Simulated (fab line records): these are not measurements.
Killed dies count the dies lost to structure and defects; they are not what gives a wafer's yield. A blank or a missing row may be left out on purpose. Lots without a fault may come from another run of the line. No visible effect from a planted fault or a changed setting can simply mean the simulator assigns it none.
Matching of chambers	flow n5_finfet	N5_BEOL_M6_DEP_56 on pecvd-02: 3 sister chambers
The step deposits SiCN from 3MS/NH3, target thk 10 nm, time 17.5 s. 6 wafers are shown with their chamber, then 9 later ones without.

## WAFERS WITH THEIR CHAMBER
wafer	chamber	throttle_valve_pct (%)	rf_fwd_power_W (W)
L088.2	0	9.3	201.0
L088.4	1	10.1	199.0
L088.6	2	8.3	200.2
L093.2	1	9.8	199.4
L093.5	2	8.4	200.1
L093.6	0	9.3	200.9

## WAFERS WHOSE CHAMBER IS MISSING
wafer	throttle_valve_pct (%)	rf_fwd_power_W (W)
L094.2	10.0	198.9
L094.4	9.6	200.5
L094.5	8.6	200.3
L095.1	9.3	199.7
L095.2	10.2	198.9
L095.3	8.5	199.7
L097.1	9.4	200.1
L097.3	8.6	199.6
L097.4	9.6	200.9

## WHICH CHAMBER EACH WENT THROUGH
wafer	from the rows above	in truth
L094.2	1	1
L094.4	0	0
L094.5	2	2
L095.1	can't be placed: 1 or 0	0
L095.2	1	1
L095.3	2	2
L097.1	can't be placed: 0 or 1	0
L097.3	2	2
L097.4	0	0
Placed correctly: 7 of 9. From these rows, 2 cannot be placed; in 2 the true chamber is one of the candidates. Number placed wrongly: 0.
How it was worked out, from the rows above alone: a wafer's distance from a chamber is the root of the sum, over the readings, of the square of ((its reading less the chamber's mean) divided by the reading's scatter). If the next closest chamber is less than 2 further off than the closest, the wafer can't be placed; otherwise it belongs to the closest. Each chamber's mean is taken over the wafers shown for it. How the scatter is found: for the shown wafers, subtract from each reading the mean of its chamber, square and add these, divide the total by (wafers less chambers), then take the root.
